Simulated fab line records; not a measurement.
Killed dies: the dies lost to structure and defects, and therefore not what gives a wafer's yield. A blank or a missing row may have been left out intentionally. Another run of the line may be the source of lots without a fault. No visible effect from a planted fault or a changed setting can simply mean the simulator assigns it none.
fab line records	flow nandHarc
[record] lots = 13	wafers = 39	lastDay = 34
route steps=1302 shown A_STAIRCASE@818
lots untouched by any fault: they come from a run of this same line in which no faults occurred
startH: hours from the record's opening day to when the first of the lot's shown wafers began	waitH: time in hours since the lot's previous step	" same as the row above	L1.1+2: one row covering several wafers at once	- no value, or no start was given	* or withheld: withheld	< > ~ a bound
route shown NAME@n: names a module that has steps shown in the file, with the first one's number in the route	usual: mean and standard deviation over wafers with no fault	same: alike in all rows	chamber/n: place in a boat	sites: per-site readings	_std_site: standard deviation of those values	_edge_site: inner sites' mean taken away from outer sites' mean	radiusMm: for every site, how far away it sits from the centre of the wafer	mask NAME#n: copy n	behind: tool/chamber where the wafer was last shaped	hold: why the lot went on hold/how many hours it stayed there/how the hold came to an end	device: transistor that didn't switch, given as n, p or np	end of line: at the end of the route, the tests of the same wafers	step lacking rows: just its recipe	killed: count of dies lost to structure and defects at first sort (not the wafer's yield)	map: a wafer's dies, x killed, . not, _ none there
set.NAME: the setting as run; set.NAME@STEP: as run at that earlier step	model.NAME: the simulator's own value behind a step, which no gauge read
one table for each step of the route and one row for each wafer, over a sample of lots
services: from which hour (startH, from the record's first day; less than 0 if before it) a tool's chamber was out of use, for how many hours, and why
[[steps]]
[step NHARC_A_STAIRCASE_HM_DEP_462]
[recipe] targetThkA = 8000	tempC = 400	material = aC
[usual] susceptorTempC = 400.01/0.21	throttleValvePct = 35.000/0.01
lot.wafer	tool	chamber	startH	waitH	susceptorTempC	throttleValvePct
L138.1	aclDep-02	0	369.82	0.1	400.48	35.005
L138.5	"	0	371.06	1.3	400.10	35.003
L138.6	"	0	"	"	400.24	34.995
L139.1	aclDep-01	0	391.49	3.1	399.78	34.999
L139.2	"	0	"	"	399.96	34.999
L139.6	"	0	393.04	4.7	399.73	35.006
L140.2	aclDep-03	0	402.94	0.4	-	34.996
L140.4	"	0	"	"	-	35.008
L140.5	"	0	"	"	-	35.007
L142.3	aclDep-03	0	427.03	0.7	399.76	34.996
L142.4	"	0	"	"	400.11	35.010
L142.6	"	0	"	"	400.13	35.020
L144.3	aclDep-03	0	434.08	0.7	-	34.988
L144.4	"	0	"	"	-	34.995
L144.5	"	0	"	"	-	35.001
L150.3	aclDep-01	0	502.56	1.2	399.58	34.995
L150.4	"	0	"	"	399.93	34.991
L150.5	"	0	"	"	399.85	34.997
L154.1	aclDep-02	0	532.38	1.1	400.09	35.006
L154.3	"	0	"	"	399.94	35.005
L154.6	"	0	"	"	399.55	35.014
L155.1	aclDep-02	0	542.44	0.1	400.02	34.992
L155.2	"	0	"	"	400.20	35.003
L155.5	"	0	"	"	400.31	35.022
L157.1	aclDep-01	0	569.59	3.3	400.18	35.015
L157.3	"	0	"	"	400.04	34.992
L157.6	"	0	"	"	399.99	34.992
L156.1	aclDep-02	0	570.51	2.3	400.23	35.000
L156.3	"	0	"	"	400.14	34.985
L156.6	"	0	"	"	400.03	34.999
L158.1	aclDep-02	0	576.61	0.3	399.95	34.995
L158.4	"	0	"	"	400.14	35.012
L158.5	"	0	"	"	400.01	34.989
L160.2	aclDep-02	0	609.49	0.4	-	34.989
L160.4	"	0	"	"	-	35.014
L160.6	"	0	"	"	-	35.003
L161.1	aclDep-03	0	619.78	1.3	-	35.005
L161.3	"	0	"	"	-	35.002
L161.5	"	0	"	"	-	35.000
[step NHARC_A_STAIRCASE_DEP_301]
[recipe] targetThkA = 300	targetThkNm = 30	tempC = 400	pressureTorr = 3.5	flowSccm = 200	rfW = 350	material = SiON
[usual] heaterPowerW = 770/120	susceptorTempC = 400.02/0.21
lot.wafer	tool	chamber	startH	waitH	heaterPowerW	susceptorTempC
L138.1	pecvd-01	1	371.76	1.6	1033	399.98
L138.6	"	2	"	"	735	399.97
L138.5	"	0	"	"	615	400.02
L139.2	pecvd-04	2	393.40	1.3	723	400.02
L139.1	"	0	"	"	794	400.24
L139.6	"	0	"	"	813	400.33
L140.2	pecvd-01	1	404.49	1.2	1001	399.85
L140.4	"	2	"	"	715	399.88
L140.5	"	0	"	"	704	399.93
L142.3	pecvd-01	0	428.28	0.9	596	400.14
L142.4	"	1	"	"	897	399.94
L142.6	"	2	"	"	746	400.37
L144.3	pecvd-01	1	435.35	1.0	1019	400.05
L144.4	"	1	"	"	1016	400.05
L144.5	"	2	"	"	785	400.12
L150.3	pecvd-04	2	504.09	1.2	843	400.10
L150.5	"	1	"	"	522	399.93
L150.4	"	2	"	"	851	400.12
L154.1	pecvd-01	1	534.27	1.6	925	399.88
L154.3	"	0	"	"	555	400.61
L154.6	"	1	"	"	925	399.88
L155.1	pecvd-04	1	544.32	1.6	628	400.03
L155.2	"	2	"	"	785	399.97
L155.5	"	0	"	"	909	400.12
L157.3	pecvd-03	0	571.52	1.0	754	400.23
L157.1	"	1	"	"	841	400.03
L157.6	"	0	"	"	774	400.07
L156.3	pecvd-04	0	572.40	1.0	878	399.76
L156.1	"	1	"	"	648	400.17
L156.6	"	1	"	"	512	399.62
L158.1	pecvd-03	1	578.48	1.6	874	399.92
L158.5	"	1	"	"	856	400.16
L158.4	"	0	"	"	750	399.81
L160.2	pecvd-04	0	611.02	1.2	891	399.79
L160.6	"	1	"	"	568	399.59
L160.4	"	2	"	"	769	399.86
L161.1	pecvd-03	1	621.62	1.5	746	400.10
L161.3	"	2	"	"	820	399.99
L161.5	"	2	"	"	811	400.17
[step NHARC_A_STAIRCASE_STRIP_316]
[recipe] o2FlowSccm = 500	arFlowSccm = 0	biasW = 0	chemistry = O2
[usual] drypumpMotorCurrentA = 5.7/0.41	oesProductAu = 1.004/0.013	rfVppV = 57.8/0.87	showerheadPlenumPTorr = 3.54/0.17	throttleValvePct = 17.037/0.0096
[same] biasW = 0
lot.wafer	tool	chamber	startH	waitH	drypumpMotorCurrentA	oesProductAu	rfHoursCounterH	rfVppV	showerheadPlenumPTorr	throttleValvePct
L138.1	rieDiel-03	3	-	-	5.8	1.014	23	57.6	3.50	17.026
L138.5	"	2	"	"	6.2	1.010	-	57.7	3.28	17.039
L138.6	"	3	"	"	5.8	1.008	-	58.6	3.50	17.034
L139.2	rieDiel-03	0	-	-	4.8	0.992	27	58.0	3.48	17.032
L139.1	"	2	"	"	6.2	1.003	24	57.9	3.28	17.033
L139.6	"	3	"	"	5.8	1.003	-	58.8	3.50	17.034
L140.4	rieDiel-07	3	-	-	5.8	1.018	29	58.2	3.72	17.050
L140.2	"	0	"	"	5.9	1.011	27	59.3	3.75	17.030
L140.5	"	0	"	"	6.0	0.998	-	59.4	3.75	17.042
L142.3	rieDiel-07	3	-	-	5.8	1.011	36	58.0	3.71	17.024
L142.4	"	0	"	"	5.9	1.002	35	58.9	3.75	17.046
L142.6	"	3	"	"	5.8	1.019	-	59.1	3.71	17.037
L144.4	rieDiel-07	3	-	-	5.8	1.014	38	58.6	3.71	17.045
L144.3	"	1	"	"	5.5	1.004	40	57.1	3.30	17.039
L144.5	"	2	"	"	6.0	1.022	-	57.3	3.63	17.043
L150.4	rieDiel-01	2	-	-	5.4	1.002	44	56.6	3.29	17.034
L150.3	"	0	"	"	5.1	0.998	39	60.6	3.72	17.046
L150.5	"	1	"	"	6.1	1.008	-	57.8	3.46	17.036
L154.1	rieDiel-01	2	-	-	5.4	1.000	53	59.2	3.29	17.033
L154.3	"	3	"	"	5.0	0.997	51	57.0	3.35	17.028
L154.6	"	2	"	"	5.4	0.990	-	57.1	3.29	17.025
L155.1	rieDiel-07	2	-	-	5.9	1.005	28	57.3	3.61	17.034
L155.2	"	3	"	"	5.8	1.011	25	59.3	3.69	17.037
L155.5	"	3	"	"	5.8	1.000	-	57.4	3.69	17.061
L157.3	rieDiel-07	2	-	-	5.9	0.991	36	59.0	3.60	17.059
L157.1	"	3	"	"	5.9	1.009	35	57.4	3.69	17.046
L157.6	"	1	"	"	5.5	1.004	-	58.3	3.28	17.026
L156.3	rieDiel-03	3	-	-	5.8	1.019	36	57.5	3.47	17.031
L156.1	"	2	"	"	6.2	1.002	41	57.8	3.78	17.034
L156.6	"	0	"	"	4.8	1.008	-	57.3	3.45	17.040
L158.4	rieDiel-07	3	-	-	5.9	1.009	37	56.1	3.69	17.034
L158.1	"	1	"	"	5.5	0.997	33	57.2	3.28	17.036
L158.5	"	3	"	"	5.8	1.016	-	58.3	3.69	17.042
L160.2	rieDiel-01	1	-	-	6.0	1.002	17	56.6	3.44	17.052
L160.6	"	0	"	"	5.1	1.010	-	57.8	3.70	17.044
L160.4	"	1	"	"	6.0	0.997	-	58.1	3.44	17.038
L161.1	rieDiel-07	2	-	-	5.9	0.999	52	57.7	3.60	17.019
L161.3	"	3	"	"	5.9	1.017	49	58.6	3.68	17.055
L161.5	"	1	"	"	5.4	1.005	-	58.6	3.27	17.041
[step NHARC_A_STAIRCASE_DEP_325]
[recipe] targetThkA = 72000	tempC = 400	targetThkNm = 7200	teosFlowSccm = 200	rfW = 500	material = SiO2
[usual] heaterPowerW = 669/120	mfcPrecursorSccm = 199.9/0.59	susceptorTempC = 399.97/0.23
lot.wafer	tool	chamber	startH	waitH	heaterPowerW	mfcPrecursorSccm	susceptorTempC
L138.1	pecvd-01	0	409.23	0.3	543	199.7	400.25
L138.6	"	2	"	"	610	200.2	400.47
L138.5	"	0	"	"	524	199.2	400.34
L139.1	pecvd-01	2	430.96	0.1	728	200.1	399.65
L139.2	"	1	"	"	968	199.5	400.03
L139.6	"	2	"	"	609	200.9	399.86
L140.2	pecvd-04	0	441.27	0.2	806	201.2	400.27
L140.5	"	2	"	"	613	200.1	399.93
L140.4	"	1	"	"	471	200.4	399.91
L142.3	pecvd-01	0	458.54	0.2	564	200.4	400.50
L142.4	"	2	"	"	600	200.0	399.99
L142.6	"	1	"	"	798	200.3	400.11
L144.3	pecvd-04	1	469.76	0.2	583	200.2	400.23
L144.5	"	1	"	"	458	199.0	400.32
L144.4	"	2	"	"	669	200.6	400.26
L150.3	pecvd-04	0	539.00	0.3	738	198.4	400.05
L150.4	"	2	"	"	649	67.8	400.33
L150.5	"	0	"	"	722	199.6	400.03
L155.2	pecvd-01	2	573.32	0.1	753	199.9	400.14
L155.1	"	1	"	"	975	199.4	399.68
L155.5	"	0	"	"	489	199.5	400.00
L154.3	pecvd-03	2	573.41	0.2	756	199.9	400.14
L154.1	"	0	"	"	647	198.9	400.03
L154.6	"	2	"	"	628	199.9	399.89
L157.1	pecvd-04	2	606.58	0.1	770	199.7	399.80
L157.3	"	1	"	"	500	200.2	400.13
L157.6	"	2	"	"	651	199.7	399.91
L156.1	pecvd-03	1	606.67	0.2	802	201.0	400.13
L156.3	"	2	"	"	663	200.5	400.11
L156.6	"	0	"	"	583	200.7	399.89
L158.1	pecvd-03	1	614.95	0.2	742	200.1	400.32
L158.4	"	0	"	"	566	200.0	399.83
L158.5	"	1	"	"	641	199.1	400.20
L160.2	pecvd-03	1	647.99	0.3	769	199.3	399.98
L160.4	"	2	"	"	624	200.4	399.82
L160.6	"	0	"	"	584	201.2	400.41
L161.3	pecvd-01	2	657.06	0.1	779	200.7	400.13
L161.1	"	1	"	"	980	200.3	400.32
L161.5	"	1	"	"	776	200.5	399.99
[[services]]
tool	chamber	startH	hours	kind
pecvd-04	1	348.25	4.9	repair
pecvd-03	-	366.09	13.0	pm
rieDiel-07	-	372.59	1.2	repair
pecvd-03	0	380.62	22.0	repair
rieDiel-07	3	384.62	2.5	repair
pecvd-03	0	407.19	124.3	repair
aclDep-02	-	430.35	13.0	pm
pecvd-04	2	443.61	13.2	repair
pecvd-04	-	450.12	13.0	pm
rieDiel-07	-	472.85	9.0	pm
aclDep-03	-	484.25	13.0	pm
pecvd-01	-	492.10	13.0	pm
pecvd-04	2	513.78	3.5	repair
rieDiel-07	1	533.96	17.1	repair
pecvd-03	-	547.09	13.0	pm
pecvd-01	2	568.58	2.3	repair
rieDiel-07	3	592.66	15.5	repair
pecvd-03	2	610.59	5.0	repair
aclDep-02	-	611.35	13.0	pm
rieDiel-07	1	627.64	3.5	repair
pecvd-04	-	631.12	13.0	pm
pecvd-03	1	638.90	6.7	repair
pecvd-04	-	644.23	1.3	repair
rieDiel-07	-	649.85	9.0	pm
[[key]]
[firstSign] step = NHARC_A_STAIRCASE_DEP_325	reading = mfcPrecursorSccm	direction = down	sigmas = 99+	usual = 199.9	struck = 67.8
effect none on later readings
metAt NHARC_A_STAIRCASE_DEP_325
struckLots L150
struckWafers L150.4
laterRowsLeftOut L150.4
sortLeftOut L150.4
testerLeftOut L150
notActingAt NHARC_A_STAIRCASE_HM_DEP_462,NHARC_A_STAIRCASE_DEP_301,NHARC_A_STAIRCASE_STRIP_316
onsetBetween 469.76 539.00
[fault] kind = processParameterDrift	tool = pecvd-04	chamber = 2	onsetH = 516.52	steps = NHARC_A_STAIRCASE_DEP_325	channel = teosFlowSccm	offset = *	shape = step	endH = 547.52	actsIn = *	stated = *
// testerLeftOut: of these lots the tester's yield and bins aren't shown, on N5 and GAA mostly nor the transistor test; their killed dies are dies lost to structure and defects alone, not to doping, threshold or leakage, so they don't give the yield
// sortLeftOut: the simulated sort isn't trusted on such a fault, so these wafers' sort isn't shown, and their yield isn't known
// laterRowsLeftOut: the simulator's readings of these wafers behind a module that went badly wrong aren't trusted and aren't shown, but for the sort
